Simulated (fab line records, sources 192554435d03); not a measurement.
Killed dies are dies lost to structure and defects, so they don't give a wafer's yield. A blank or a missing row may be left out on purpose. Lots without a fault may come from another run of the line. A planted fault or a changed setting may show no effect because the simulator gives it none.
fab line records | flow n5_finfet
record lots=5 wafers=15 last_day=14
route steps=1938 shown BEOL_M4@1072
lots that met no fault: from a run of the same line without faults
start_h: hours from the record's first day to the start of the lot's first wafer shown | wait_h: hours since the lot's step before | " the same as in the row above | L1.1+2: a row that stands for several wafers | - no value, or no start given | * or withheld: withheld | < > ~ a bound
route shown NAME@n: a module of which the file shows steps, and the number in the route of the first | usual: mean/standard deviation of fault-free wafers | same: alike in all rows | chamber/n: place in a boat | sites: the reading at each site | _std_site: their standard deviation | _edge_site: outer sites' mean less inner sites' | radius_mm: how far each site lies from the wafer's centre | mask NAME#n: copy n | behind: the tool/chamber that last shaped the wafer | hold: why the lot was held/for how many hours/how that ended | device: the transistor (n, p or np) that didn't switch | end of line: the same wafers' tests at the end of the route | a step without rows: its recipe alone | killed: dies lost to structure and defects at the first sort, not the wafer's yield | map: a wafer's dies, x killed, . not, _ none there
set.NAME: the setting as run; set.NAME@STEP: as run at that earlier step | model.NAME: the simulator's own value behind a step, which no gauge read
lots at some steps of the route; a table a step, a row a wafer
services: from which hour (start_h, from the record's first day; less than 0 if before it) a tool's chamber was out of use, for how many hours, and why
## steps
# step N5_BEOL_M4_STRIP_97
# recipe chemistry=N2/H2 time_s=10 power_w=450 temp_c=40 pressure_mtorr=20 rf_frequency_hz=6e+07 bias_power_w=7 n2_flow_sccm=200 h2_flow_sccm=200
# usual drypump_motor_current_A=5.6/0.5 oes_product_au=0.83/0.067 rf_vpp_V=59.2/0.86 showerhead_plenum_p_Torr=2.58/0.1 throttle_valve_pct=23.62/0.24
# columns lot.wafer tool chamber start_h wait_h drypump_motor_current_A oes_product_au rf_hours_counter_h rf_vpp_V showerhead_plenum_p_Torr throttle_valve_pct
L074.2 rie_diel-01 1 - - 5.1 0.88 39 59.2 2.70 23.58
L074.3 " 2 " " 5.4 0.91 22 59.2 2.70 23.48
L074.5 " 1 " " 5.1 0.87 - 58.9 2.70 23.55
L076.1 rie_diel-03 2 - - 5.3 0.72 209 59.5 2.42 23.90
L076.4 " 1 " " 6.5 0.86 - 59.6 2.69 23.72
L076.6 " 2 " " 5.3 0.72 - 58.7 2.42 23.91
L077.2 rie_diel-03 3 - - 4.8 0.70 214 58.7 2.61 24.14
L077.3 " 0 " " 5.5 0.94 14 58.0 2.48 23.16
L077.6 " 1 " " 6.5 0.84 - 58.3 2.69 23.72
L078.2 rie_diel-01 2 - - 5.3 0.89 34 60.1 2.70 23.49
L078.3 " 1 " " 5.1 0.87 50 60.5 2.69 23.59
L078.5 " 2 " " 5.3 0.89 - 58.1 2.70 23.53
L081.2 rie_diel-03 2 - - 5.3 0.72 221 58.1 2.41 23.92
L081.3 " 1 " " 6.5 0.84 79 60.3 2.69 23.72
L081.6 " 0 " " 5.5 0.93 - 58.3 2.48 23.17
# step N5_BEOL_M4_OCD_MEAS_38
# usual trench_depth_nm=55.9/0.71
# columns lot.wafer tool chamber start_h wait_h trench_depth_nm
L074.2 ocd-02 - 189.35 - 55.6
L074.3 " - " " 55.4
L074.5 " - " " 55.6
L076.1 ocd-02 - 192.16 - 55.8
L076.4 " - " " 56.2
L076.6 " - " " 55.1
L077.2 ocd-02 - 218.51 - 55.9
L077.3 " - " " 56.6
L077.6 " - " " 57.2
L078.2 ocd-02 - 225.61 - 55.4
L078.3 " - " " 56.3
L078.5 " - " " 56.2
L081.2 ocd-02 - 225.65 - 56.0
L081.3 " - " " 56.8
L081.6 " - " " 57.1
# step N5_BEOL_M4_HM_STRIP_39
# recipe chemistry=peroxide_tin_strip material=TiN target_depth_a=250 temp_c=50 time_s=158
# columns lot.wafer tool chamber start_h wait_h
L074.2+3+5 wet_bench-06 1,6,7 189.38 0.0
L076.1+4+6 wet_bench-03 0,5,7 192.19 0.0
L077.2+3+6 wet_bench-06 6,4,0 218.54 0.0
L078.2+3+5 wet_bench-06 1,2,3 225.64 0.0
L081.2+3+6 wet_bench-04 7,2,1 225.68 0.0
# step N5_BEOL_M4_SRD_40
# recipe time_s=30 temp_c=23 rinse_liquid=diw dry=ipa_marangoni
# columns lot.wafer tool chamber start_h wait_h
L074.2+3+5 wet_bench-06 1,6,7 189.43 0.0
L076.1+4+6 wet_bench-03 0,5,7 192.24 0.0
L077.2+3+6 wet_bench-06 6,4,0 218.59 0.0
L078.2+3+5 wet_bench-06 1,2,3 225.69 0.0
L081.2+3+6 wet_bench-04 7,2,1 225.73 0.0
# step N5_BEOL_M4_PRECLEAN_42
# recipe chemistry=residue_remover time_s=60 temp_c=40
# columns lot.wafer tool chamber start_h wait_h
L074.2+3+5 wet_bench-06 1,6,7 189.45 0.0
L076.1+4+6 wet_bench-03 0,5,7 192.26 0.0
L077.2+3+6 wet_bench-06 6,4,0 218.60 0.0
L078.2+3+5 wet_bench-06 1,2,3 225.71 0.0
L081.2+3+6 wet_bench-04 7,2,1 225.74 0.0
# step N5_BEOL_M4_SRD_43
# recipe time_s=30 temp_c=23 rinse_liquid=diw dry=ipa_marangoni
# columns lot.wafer tool chamber start_h wait_h
L074.2+3+5 wet_bench-06 1,6,7 189.46 0.0
L076.1+4+6 wet_bench-03 0,5,7 192.27 0.0
L077.2+3+6 wet_bench-06 6,4,0 218.62 0.0
L078.2+3+5 wet_bench-06 1,2,3 225.72 0.0
L081.2+3+6 wet_bench-04 7,2,1 225.76 0.0
# step N5_BEOL_M4_CD_MEAS_35
# recipe target_cd_nm=18 target_cd_y_nm=22.4 polarity=opening
# usual cd_nm=18.0/0.31
# columns lot.wafer tool chamber start_h wait_h cd_nm
L074.2 cd_sem-03 - 189.51 0.0 18.5
L074.3 " - " " 18.3
L074.5 " - " " 18.2
L076.1 cd_sem-03 - 192.31 0.0 18.4
L076.4 " - " " 17.7
L076.6 " - " " 17.8
L077.2 cd_sem-01 - 218.66 0.0 17.3
L077.3 " - " " 17.8
L077.6 " - " " 17.8
L078.2 cd_sem-03 - 225.76 0.0 18.0
L078.3 " - " " 18.2
L078.5 " - " " 17.8
L081.2 cd_sem-02 - 225.80 0.0 18.3
L081.3 " - " " 18.3
L081.6 " - " " 18.7
# step N5_BEOL_M4_DEGAS_44
# recipe ambient=vacuum temp_c=250 time_s=60
# usual heater_power_w=331/21
# columns lot.wafer tool chamber start_h wait_h heater_power_w
L074.2 pvd_sputter-01 - 189.62 0.1 330
L074.3 " - " " 318
L074.5 " - " " 292
L076.1 pvd_sputter-02 - 192.50 0.2 354
L076.4 " - " " 340
L076.6 " - " " 363
L077.2 pvd_sputter-01 - 218.78 0.1 338
L077.3 " - " " 345
L077.6 " - " " 324
L078.2 pvd_sputter-01 - 226.00 0.2 344
L078.3 " - " " 326
L078.5 " - " " 314
L081.2 pvd_sputter-02 - 226.07 0.3 319
L081.3 " - " " 348
L081.6 " - " " 361
# step N5_BEOL_M4_PRE_CLEAN_45
# recipe gas=H2/He time_s=30 temp_c=250
# usual heater_power_w=331/20
# columns lot.wafer tool chamber start_h wait_h heater_power_w
L074.2 pvd_sputter-01 - 189.66 0.0 339
L074.3 " - " " 327
L074.5 " - " " 293
L076.1 pvd_sputter-02 - 192.54 0.0 362
L076.4 " - " " 355
L076.6 " - " " 352
L077.2 pvd_sputter-01 - 218.82 0.0 333
L077.3 " - " " 332
L077.6 " - " " 324
L078.2 pvd_sputter-01 - 226.04 0.0 340
L078.3 " - " " 323
L078.5 " - " " 322
L081.2 pvd_sputter-02 - 226.11 0.0 321
L081.3 " - " " 346
L081.6 " - " " 360
# step N5_BEOL_M4_ALD_84
# recipe material=TaN target_thk_a=* temp_c=275 ald_precursor_family=PDMAT ald_co_reactant=NH3 pressure_torr=3 carrier_flow_sccm=1500 pulse_time_s=2 purge_time_s=3 co_reactant_purge_time_s=2 co_reactant_pulse_time_s=3 ald_cycles=30 precursor_vessel_temp_c=75 precursor_vessel_pressure_torr=26.25 precursor_vessel_carrier_sccm=1000
# usual heater_power_w=424/40
# columns lot.wafer tool chamber start_h wait_h heater_power_w
L074.2 ald_metal-04 2 189.72 0.0 369
L074.3 " 3 " " 435
L074.5 " 2 " " 355
L076.1 ald_metal-04 1 192.61 0.1 423
L076.4 " 2 " " 375
L076.6 " 0 " " 372
L077.2 ald_metal-01 3 218.88 0.0 399
L077.3 " 0 " " 394
L077.6 " 2 " " 477
L078.2 ald_metal-04 1 226.11 0.0 418
L078.3 " 0 " " 375
L078.5 " 3 " " 456
L081.2 ald_metal-01 1 226.17 0.0 424
L081.3 " 3 " " 397
L081.6 " 0 " " 393
# step N5_BEOL_M4_SURFACE_TREAT_85
# recipe gas=Ar time_s=* ion_energy_ev=* ion_current_ma_cm2=0.5 pressure_mtorr=* ar_flow_sccm=30
# usual throttle_valve_pct=*
# columns lot.wafer tool chamber start_h wait_h throttle_valve_pct
L074.2 pvd_sputter-03 - 189.98 0.2 *
L074.3 " - " " *
L074.5 " - " " *
L076.1 pvd_sputter-01 - 192.95 0.2 *
L076.4 " - " " *
L076.6 " - " " *
L077.2 pvd_sputter-03 - 219.22 0.2 *
L077.3 " - " " *
L077.6 " - " " *
L078.2 pvd_sputter-03 - 226.40 0.2 *
L078.3 " - " " *
L078.5 " - " " *
L081.2 pvd_sputter-03 - 226.44 0.2 *
L081.3 " - " " *
L081.6 " - " " *
# step N5_BEOL_M4_CVD_47
# recipe material=Co target_thk_a=30 temp_c=withheld precursor=CCTBA/H2 pressure_torr=30 time_s=223.8
# columns lot.wafer tool chamber start_h wait_h
L074.2+3+5 cvd_co-01 1,2,1 190.10 0.1
L076.1+4+6 cvd_co-01 1,1,0 193.02 0.1
L077.2+3+6 cvd_co-01 2,0,0 219.52 0.3
L078.2+3+5 cvd_co-01 1,0,0 226.46 0.0
L081.2+3+6 cvd_co-01 1,2,1 226.60 0.1
# step N5_BEOL_M4_SPUTTER_48
# recipe material=Cu target_thk_a=45 temp_c=-20 chamber_pressure_pa=0.07 power_w=withheld time_s=8.29
# usual throttle_valve_pct=30.5/0.66
# columns lot.wafer tool chamber start_h wait_h throttle_valve_pct
L074.2 pvd_sputter-01 - 190.27 0.1 30.8
L074.3 " - " " 31.7
L074.5 " - " " 31.7
L076.1 pvd_sputter-02 - 193.18 0.1 30.1
L076.4 " - " " 29.7
L076.6 " - " " 31.0
L077.2 pvd_sputter-02 - 221.47 1.9 29.8
L077.3 " - " " 29.8
L077.6 " - " " 29.7
L078.2 pvd_sputter-01 - 226.63 0.1 31.5
L078.3 " - " " 31.5
L078.5 " - " " 31.9
L081.2 pvd_sputter-03 - 226.82 0.1 30.3
L081.3 " - " " 30.7
L081.6 " - " " 30.1
# step N5_BEOL_M4_ANNEAL_49
# recipe temp_c=400 time_s=240 ambient=vacuum
# usual heater_power_w=832/49 susceptor_temp_C_max=401.0/0.55
# columns lot.wafer tool chamber start_h wait_h heater_power_w susceptor_temp_C_max
L074.2 pvd_sputter-01 - 190.35 0.0 819 400.7
L074.3 " - " " 791 400.6
L074.5 " - " " 813 400.9
L076.1 pvd_sputter-02 - 193.26 0.0 892 400.4
L076.4 " - " " 805 401.7
L076.6 " - " " 858 400.5
L077.2 pvd_sputter-02 - 221.55 0.0 799 401.5
L077.3 " - " " 896 402.0
L077.6 " - " " 794 401.3
L078.2 pvd_sputter-01 - 226.71 0.0 743 401.3
L078.3 " - " " 798 400.8
L078.5 " - " " 826 401.0
L081.2 pvd_sputter-03 - 226.90 0.0 797 401.5
L081.3 " - " " 752 401.3
L081.6 " - " " 876 400.3
# step N5_BEOL_M4_SPUTTER_79
# recipe material=Cu target_thk_a=45 temp_c=-20 chamber_pressure_pa=0.07 power_w=withheld time_s=8.29
# usual throttle_valve_pct=30.5/0.65
# columns lot.wafer tool chamber start_h wait_h throttle_valve_pct
L074.2 pvd_sputter-01 - 190.49 0.1 31.0
L074.3 " - " " 31.9
L074.5 " - " " 31.8
L076.1 pvd_sputter-02 - 193.40 0.1 30.0
L076.4 " - " " 29.6
L076.6 " - " " 31.0
L077.2 pvd_sputter-02 - 221.69 0.1 29.8
L077.3 " - " " 29.9
L077.6 " - " " 29.8
L078.2 pvd_sputter-01 - 226.85 0.1 31.2
L078.3 " - " " 31.8
L078.5 " - " " 31.7
L081.2 pvd_sputter-03 - 227.04 0.1 30.3
L081.3 " - " " 30.7
L081.6 " - " " 30.3
# step N5_BEOL_M4_ANNEAL_80
# recipe temp_c=400 time_s=240 ambient=vacuum
# usual heater_power_w=832/48 susceptor_temp_C_max=401.0/0.57
# columns lot.wafer tool chamber start_h wait_h heater_power_w susceptor_temp_C_max
L074.2 pvd_sputter-01 - 190.57 0.0 852 400.2
L074.3 " - " " 795 400.3
L074.5 " - " " 811 400.6
L076.1 pvd_sputter-02 - 193.48 0.0 893 400.7
L076.4 " - " " 796 402.1
L076.6 " - " " 875 400.7
L077.2 pvd_sputter-02 - 221.77 0.0 788 402.0
L077.3 " - " " 898 401.8
L077.6 " - " " 784 401.9
L078.2 pvd_sputter-01 - 226.93 0.0 751 401.4
L078.3 " - " " 793 400.8
L078.5 " - " " 796 400.9
L081.2 pvd_sputter-03 - 227.12 0.0 786 401.2
L081.3 " - " " 762 400.9
L081.6 " - " " 881 400.2
# step N5_BEOL_M4_SPUTTER_81
# recipe material=Cu target_thk_a=45 temp_c=-20 chamber_pressure_pa=0.07 power_w=withheld time_s=8.29
# usual throttle_valve_pct=30.5/0.64
# columns lot.wafer tool chamber start_h wait_h throttle_valve_pct
L074.2 pvd_sputter-01 - 190.71 0.1 31.0
L074.3 " - " " 31.7
L074.5 " - " " 31.6
L076.1 pvd_sputter-02 - 193.62 0.1 30.4
L076.4 " - " " 29.7
L076.6 " - " " 31.1
L077.2 pvd_sputter-02 - 221.91 0.1 29.9
L077.3 " - " " 30.1
L077.6 " - " " 30.0
L078.2 pvd_sputter-01 - 227.07 0.1 31.4
L078.3 " - " " 31.6
L078.5 " - " " 31.7
L081.2 pvd_sputter-03 - 227.26 0.1 30.6
L081.3 " - " " 30.8
L081.6 " - " " 30.2
# step N5_BEOL_M4_ANNEAL_82
# recipe temp_c=400 time_s=240 ambient=vacuum
# usual heater_power_w=833/50 susceptor_temp_C_max=401.0/0.56
# columns lot.wafer tool chamber start_h wait_h heater_power_w susceptor_temp_C_max
L074.2 pvd_sputter-01 - 190.79 0.0 843 400.8
L074.3 " - " " 798 401.1
L074.5 " - " " 805 400.8
L076.1 pvd_sputter-02 - 193.70 0.0 902 400.6
L076.4 " - " " 791 401.5
L076.6 " - " " 854 400.1
L077.2 pvd_sputter-02 - 221.99 0.0 785 401.2
L077.3 " - " " 856 401.5
L077.6 " - " " 796 401.3
L078.2 pvd_sputter-01 - 227.15 0.0 715 401.0
L078.3 " - " " 812 400.5
L078.5 " - " " 812 400.7
L081.2 pvd_sputter-03 - 227.34 0.0 795 401.3
L081.3 " - " " 750 401.2
L081.6 " - " " 872 400.2
# step N5_BEOL_M4_SPUTTER_86
# recipe material=Cu target_thk_a=45 temp_c=-20 chamber_pressure_pa=0.07 power_w=withheld time_s=8.29
# usual throttle_valve_pct=30.5/0.63
# columns lot.wafer tool chamber start_h wait_h throttle_valve_pct
L074.2 pvd_sputter-01 - 190.93 0.1 30.8
L074.3 " - " " 32.0
L074.5 " - " " 31.6
L076.1 pvd_sputter-02 - 193.84 0.1 30.3
L076.4 " - " " 29.6
L076.6 " - " " 30.9
L077.2 pvd_sputter-02 - 222.13 0.1 30.0
L077.3 " - " " 30.2
L077.6 " - " " 29.4
L078.2 pvd_sputter-01 - 227.29 0.1 31.5
L078.3 " - " " 31.7
L078.5 " - " " 31.5
L081.2 pvd_sputter-03 - 227.48 0.1 30.4
L081.3 " - " " 30.9
L081.6 " - " " 30.1
# step N5_BEOL_M4_ANNEAL_87
# recipe temp_c=400 time_s=240 ambient=vacuum
# usual heater_power_w=832/50 susceptor_temp_C_max=401.0/0.54
# columns lot.wafer tool chamber start_h wait_h heater_power_w susceptor_temp_C_max
L074.2 pvd_sputter-01 - 191.01 0.0 826 401.0
L074.3 " - " " 806 400.9
L074.5 " - " " 788 400.5
L076.1 pvd_sputter-02 - 193.92 0.0 873 400.3
L076.4 " - " " 780 401.2
L076.6 " - " " 845 400.4
L077.2 pvd_sputter-02 - 222.21 0.0 807 402.4
L077.3 " - " " 878 401.4
L077.6 " - " " 805 401.5
L078.2 pvd_sputter-01 - 227.37 0.0 739 401.4
L078.3 " - " " 808 400.8
L078.5 " - " " 789 400.4
L081.2 pvd_sputter-03 - 227.56 0.0 796 401.1
L081.3 " - " " 735 402.2
L081.6 " - " " 883 400.5
# step N5_BEOL_M4_SPUTTER_88
# recipe material=Cu target_thk_a=45 temp_c=-20 chamber_pressure_pa=0.07 power_w=withheld time_s=8.29
# usual throttle_valve_pct=30.5/0.64
# columns lot.wafer tool chamber start_h wait_h throttle_valve_pct
L074.2 pvd_sputter-01 - 191.15 0.1 31.1
L074.3 " - " " 31.7
L074.5 " - " " 31.7
L076.1 pvd_sputter-02 - 194.06 0.1 30.3
L076.4 " - " " 29.7
L076.6 " - " " 31.0
L077.2 pvd_sputter-02 - 222.35 0.1 29.6
L077.3 " - " " 30.2
L077.6 " - " " 29.6
L078.2 pvd_sputter-01 - 227.51 0.1 31.1
L078.3 " - " " 31.6
L078.5 " - " " 31.8
L081.2 pvd_sputter-03 - 227.70 0.1 30.1
L081.3 " - " " 30.6
L081.6 " - " " 30.1
# step N5_BEOL_M4_ANNEAL_89
# recipe temp_c=400 time_s=240 ambient=vacuum
# usual heater_power_w=835/50 susceptor_temp_C_max=401.0/0.55
# columns lot.wafer tool chamber start_h wait_h heater_power_w susceptor_temp_C_max
L074.2 pvd_sputter-01 - 191.23 0.0 858 400.3
L074.3 " - " " 803 400.8
L074.5 " - " " 822 401.0
L076.1 pvd_sputter-02 - 194.14 0.0 886 400.6
L076.4 " - " " 802 402.1
L076.6 " - " " 886 400.6
L077.2 pvd_sputter-02 - 222.43 0.0 787 401.1
L077.3 " - " " 880 401.8
L077.6 " - " " 791 401.9
L078.2 pvd_sputter-01 - 227.59 0.0 732 401.7
L078.3 " - " " 802 400.6
L078.5 " - " " 817 400.8
L081.2 pvd_sputter-03 - 227.78 0.0 827 401.8
L081.3 " - " " 756 401.2
L081.6 " - " " 872 400.3
# step N5_BEOL_M4_SPUTTER_90
# recipe material=Cu target_thk_a=45 temp_c=-20 chamber_pressure_pa=0.07 power_w=withheld time_s=8.29
# usual throttle_valve_pct=30.5/0.63
# columns lot.wafer tool chamber start_h wait_h throttle_valve_pct
L074.2 pvd_sputter-01 - 191.37 0.1 30.9
L074.3 " - " " 31.5
L074.5 " - " " 31.8
L076.1 pvd_sputter-02 - 194.28 0.1 29.8
L076.4 " - " " 29.8
L076.6 " - " " 31.0
L077.2 pvd_sputter-02 - 222.57 0.1 29.6
L077.3 " - " " 30.3
L077.6 " - " " 29.7
L078.2 pvd_sputter-01 - 227.73 0.1 31.3
L078.3 " - " " 31.8
L078.5 " - " " 31.8
L081.2 pvd_sputter-03 - 227.92 0.1 30.4
L081.3 " - " " 30.7
L081.6 " - " " 30.3
# step N5_BEOL_M4_ANNEAL_91
# recipe temp_c=400 time_s=240 ambient=vacuum
# usual heater_power_w=833/49 susceptor_temp_C_max=401.0/0.53
# columns lot.wafer tool chamber start_h wait_h heater_power_w susceptor_temp_C_max
L074.2 pvd_sputter-01 - 191.45 0.0 847 400.9
L074.3 " - " " 818 400.6
L074.5 " - " " 792 400.5
L076.1 pvd_sputter-02 - 194.36 0.0 880 400.3
L076.4 " - " " 800 401.5
L076.6 " - " " 877 400.9
L077.2 pvd_sputter-02 - 222.65 0.0 789 401.8
L077.3 " - " " 870 401.5
L077.6 " - " " 805 401.6
L078.2 pvd_sputter-01 - 227.81 0.0 744 401.4
L078.3 " - " " 797 401.0
L078.5 " - " " 796 400.8
L081.2 pvd_sputter-03 - 228.00 0.0 798 400.6
L081.3 " - " " 763 401.4
L081.6 " - " " 875 400.6
# step N5_BEOL_M4_SPUTTER_92
# recipe material=Cu target_thk_a=45 temp_c=-20 chamber_pressure_pa=0.07 power_w=withheld time_s=8.29
# usual throttle_valve_pct=30.5/0.65
# columns lot.wafer tool chamber start_h wait_h throttle_valve_pct
L074.2 pvd_sputter-01 - 191.59 0.1 30.8
L074.3 " - " " 31.7
L074.5 " - " " 31.9
L076.1 pvd_sputter-02 - 194.50 0.1 29.9
L076.4 " - " " 29.8
L076.6 " - " " 31.1
L077.2 pvd_sputter-02 - 222.79 0.1 29.7
L077.3 " - " " 30.1
L077.6 " - " " 29.8
L078.2 pvd_sputter-01 - 227.95 0.1 31.3
L078.3 " - " " 31.7
L078.5 " - " " 31.5
L081.2 pvd_sputter-03 - 228.14 0.1 30.0
L081.3 " - " " 30.5
L081.6 " - " " 30.5
# step N5_BEOL_M4_ANNEAL_93
# recipe temp_c=400 time_s=240 ambient=vacuum
# usual heater_power_w=832/50 susceptor_temp_C_max=401.0/0.5
# columns lot.wafer tool chamber start_h wait_h heater_power_w susceptor_temp_C_max
L074.2 pvd_sputter-01 - 191.67 0.0 853 400.9
L074.3 " - " " 811 401.0
L074.5 " - " " 791 400.8
L076.1 pvd_sputter-02 - 194.58 0.0 880 400.5
L076.4 " - " " 788 401.6
L076.6 " - " " 855 400.5
L077.2 pvd_sputter-02 - 222.87 0.0 810 401.6
L077.3 " - " " 880 401.1
L077.6 " - " " 794 401.0
L078.2 pvd_sputter-01 - 228.03 0.0 711 401.3
L078.3 " - " " 795 400.8
L078.5 " - " " 790 400.9
L081.2 pvd_sputter-03 - 228.22 0.0 788 401.3
L081.3 " - " " 745 400.7
L081.6 " - " " 879 400.3
# step N5_BEOL_M4_SPUTTER_94
# recipe material=Cu target_thk_a=45 temp_c=-20 chamber_pressure_pa=0.07 power_w=withheld time_s=8.29
# usual throttle_valve_pct=30.5/0.63
# columns lot.wafer tool chamber start_h wait_h throttle_valve_pct
L074.2 pvd_sputter-01 - 191.81 0.1 31.2
L074.3 " - " " 31.8
L074.5 " - " " 31.6
L076.1 pvd_sputter-02 - 194.72 0.1 30.4
L076.4 " - " " 30.1
L076.6 " - " " 31.3
L077.2 pvd_sputter-02 - 223.01 0.1 29.9
L077.3 " - " " 30.2
L077.6 " - " " 30.0
L078.2 pvd_sputter-01 - 228.17 0.1 31.2
L078.3 " - " " 31.3
L078.5 " - " " 31.6
L081.2 pvd_sputter-03 - 228.36 0.1 30.5
L081.3 " - " " 30.5
L081.6 " - " " 30.4
# step N5_BEOL_M4_ANNEAL_95
# recipe temp_c=400 time_s=240 ambient=vacuum
# usual heater_power_w=832/49 susceptor_temp_C_max=401.0/0.53
# columns lot.wafer tool chamber start_h wait_h heater_power_w susceptor_temp_C_max
L074.2 pvd_sputter-01 - 191.89 0.0 831 401.1
L074.3 " - " " 832 400.8
L074.5 " - " " 811 400.7
L076.1 pvd_sputter-02 - 194.80 0.0 907 400.3
L076.4 " - " " 808 401.3
L076.6 " - " " 889 400.2
L077.2 pvd_sputter-02 - 223.09 0.0 784 401.2
L077.3 " - " " 857 401.1
L077.6 " - " " 794 401.4
L078.2 pvd_sputter-01 - 228.25 0.0 750 401.3
L078.3 " - " " 793 400.9
L078.5 " - " " 808 400.8
L081.2 pvd_sputter-03 - 228.44 0.0 794 400.8
L081.3 " - " " 748 401.5
L081.6 " - " " 880 400.3
# step N5_BEOL_M4_SPUTTER_96
# recipe material=Cu target_thk_a=45 temp_c=-20 chamber_pressure_pa=0.07 power_w=withheld time_s=8.29
# usual throttle_valve_pct=30.5/0.61
# columns lot.wafer tool chamber start_h wait_h throttle_valve_pct
L074.2 pvd_sputter-01 - 192.03 0.1 30.9
L074.3 " - " " 31.7
L074.5 " - " " 31.8
L076.1 pvd_sputter-02 - 194.94 0.1 30.2
L076.4 " - " " 29.8
L076.6 " - " " 30.8
L077.2 pvd_sputter-02 - 223.23 0.1 29.6
L077.3 " - " " 30.2
L077.6 " - " " 29.9
L078.2 pvd_sputter-01 - 228.39 0.1 31.0
L078.3 " - " " 31.9
L078.5 " - " " 31.5
L081.2 pvd_sputter-03 - 228.58 0.1 30.3
L081.3 " - " " 30.6
L081.6 " - " " 30.2
# step N5_BEOL_M4_ECD_50
# recipe material=Cu target_thk_a=3000
# columns lot.wafer tool chamber start_h wait_h
L074.2+3+5 ecd_cu-02 0 192.14 0.1
L076.1+4+6 ecd_cu-01 1,0,0 195.05 0.1
L077.2+3+6 ecd_cu-02 1,0,1 223.34 0.1
L078.2+3+5 ecd_cu-01 1,0,0 228.51 0.1
L081.2+3+6 ecd_cu-01 1,1,0 228.70 0.1
# step N5_BEOL_M4_ANNEAL_51
# recipe temp_c=225 time_s=90 ambient=N2
# usual wafer_temp_C_max=225.70/0.18
# columns lot.wafer tool chamber start_h wait_h wafer_temp_C_max
L074.2 rtp_anneal-01 0 192.39 0.2 225.74
L074.3 " 0 " " 225.73
L074.5 " 0 " " 225.43
L076.1 rtp_anneal-01 0 195.14 0.1 225.62
L076.4 " 0 " " 225.55
L076.6 " 0 " " 225.91
L077.2 rtp_anneal-02 0 223.47 0.1 225.68
L077.3 " 0 " " 225.74
L077.6 " 0 " " 225.42
L078.2 rtp_anneal-02 0 228.63 0.1 225.74
L078.3 " 0 " " 225.81
L078.5 " 0 " " 225.81
L081.2 rtp_anneal-02 0 228.90 0.2 225.66
L081.3 " 0 " " 225.60
L081.6 " 0 " " 225.91
# step N5_BEOL_M4_CMP_52
# recipe stop_on=SiOC t_overpolish_s=6.8 down_force_psi=1 platen_rpm=50 clearing_platen_down_force_psi=1.5 clearing_platen_rpm=50 post_cmp_clean=cu_alkaline target_thk_nm=40 clearing_platen_pad_velocity_m_s=0.99484 pad_velocity_m_s=0.99484
# usual barrier_field_endpoint_s=24.6/0.59 motor_current_A=6.1/0.63 overpolish_run_s=6.801/0.0093 time_to_endpoint_s=62/3.1
# columns lot.wafer tool chamber start_h wait_h barrier_field_endpoint_s motor_current_A overpolish_run_s time_to_endpoint_s
L074.2 cmp-03 3 192.68 0.2 25.2 6.6 6.777 64
L074.3 " 0 " " 24.3 5.6 6.818 58
L074.5 " 3 " " 25.3 6.8 6.801 62
L076.1 cmp-04 3 195.50 0.3 25.0 6.0 6.793 64
L076.4 " 2 " " 25.1 5.3 6.800 63
L076.6 " 0 " " 24.5 4.8 6.809 62
L077.3 cmp-03 2 223.72 0.2 23.3 5.8 6.788 57
L077.2 " 3 " " 24.8 6.5 6.803 63
L077.6 " 3 " " 23.7 6.8 6.799 60
L078.3 cmp-03 0 228.89 0.2 23.0 5.6 6.811 56
L078.2 " 3 " " 22.9 6.8 6.795 56
L078.5 " 0 " " 23.6 5.7 6.814 54
L081.3 cmp-04 0 229.21 0.2 25.0 5.0 6.818 66
L081.2 " 1 " " 24.7 6.5 6.815 65
L081.6 " 0 " " 25.6 4.8 6.798 70
# step N5_BEOL_M4_THK_MEAS_53
# recipe thk_meas_gauge=xrf reads=Cu_of_BEOL_M4_ECD_50
# usual M4_THK=40.9/1.4
# columns lot.wafer tool chamber start_h wait_h M4_THK[nm]
L074.2 film_metro-02 - 192.94 - 41.1
L074.3 " - " " 39.2
L074.5 " - " " 40.9
L076.1 film_metro-02 - 195.80 - 41.2
L076.4 " - " " 42.8
L076.6 " - " " 40.9
L077.2 film_metro-01 - 224.01 - 39.2
L077.3 " - " " 40.1
L077.6 " - " " 42.2
L078.2 film_metro-02 - 229.18 - 40.1
L078.3 " - " " 39.1
L078.5 " - " " 39.7
L081.2 film_metro-02 - 229.46 - 40.6
L081.3 " - " " 43.6
L081.6 " - " " 42.5
# step N5_BEOL_M4_PRE_CLEAN_60
# recipe gas=NH3/H2 time_s=15 temp_c=* rf_power_w=300
# usual heater_power_w=79/24
# columns lot.wafer tool chamber start_h wait_h heater_power_w
L074.2 cvd_co-02 2 192.97 0.0 52
L074.3 " 0 " " 111
L074.5 " 0 " " 110
L076.1 cvd_co-02 2 195.83 0.0 53
L076.4 " 1 " " 68
L076.6 " 0 " " 111
L077.2 cvd_co-01 2 224.05 0.0 76
L077.3 " 0 " " 87
L077.6 " 2 " " 75
L078.2 cvd_co-01 1 229.22 0.0 67
L078.3 " 0 " " 83
L078.5 " 1 " " 68
L081.2 cvd_co-02 2 229.50 0.0 52
L081.3 " 1 " " 67
L081.6 " 1 " " 69
# step N5_BEOL_M4_CO_CAP_55
# recipe material=Co target_thk_a=20 temp_c=200 precursor=CCTBA/H2 pressure_torr=30 time_s=102.1
# usual heater_power_w=228/31
# columns lot.wafer tool chamber start_h wait_h heater_power_w
L074.2 cvd_co-02 2 193.01 0.0 192
L074.3 " 0 " " 267
L074.5 " 0 " " 267
L076.1 cvd_co-02 2 195.87 0.0 193
L076.4 " 1 " " 215
L076.6 " 0 " " 268
L077.2 cvd_co-01 2 224.09 0.0 224
L077.3 " 0 " " 235
L077.6 " 2 " " 223
L078.2 cvd_co-01 1 229.26 0.0 213
L078.3 " 0 " " 234
L078.5 " 1 " " 212
L081.2 cvd_co-02 2 229.54 0.0 187
L081.3 " 1 " " 212
L081.6 " 1 " " 211
# step N5_BEOL_M4_PRE_CLEAN_56
# recipe gas=NH3 time_s=15 temp_c=withheld rf_power_w=300
# columns lot.wafer tool chamber start_h wait_h
L074.2+3+5 pecvd-01 0,1,0 193.12 0.1
L076.1+4+6 pecvd-04 1,2,0 195.97 0.1
L077.2+3+6 pecvd-04 2,1,2 224.18 0.1
L078.2+3+5 pecvd-01 1,0,2 229.36 0.1
L081.2+3+6 pecvd-02 1,0,2 229.63 0.1
## services
# columns tool chamber start_h hours kind
rie_diel-03 0 165.44 - clean
rie_diel-03 0 165.44 - consumable_replace:focus_ring
rie_diel-03 0 165.44 20.8 scheduled_down
rie_diel-03 0 165.44 20.8 vent_cycle
pecvd-01 2 172.57 2.1 scheduled_down
cvd_co-02 - 179.15 2.8 repair
ecd_cu-01 - 179.86 0.6 repair
cmp-03 - 188.76 1.9 repair
pecvd-02 - 190.02 14.6 pm
pecvd-04 0 200.85 2.1 scheduled_down
ald_metal-04 - 205.50 2.3 repair
cvd_co-01 - 210.62 0.6 repair
pecvd-02 0 215.90 2.2 repair
cmp-04 - 216.84 2.2 repair
wet_bench-04 - 218.60 2.1 repair
wet_bench-03 - 218.99 4.4 pm
## key
fault none
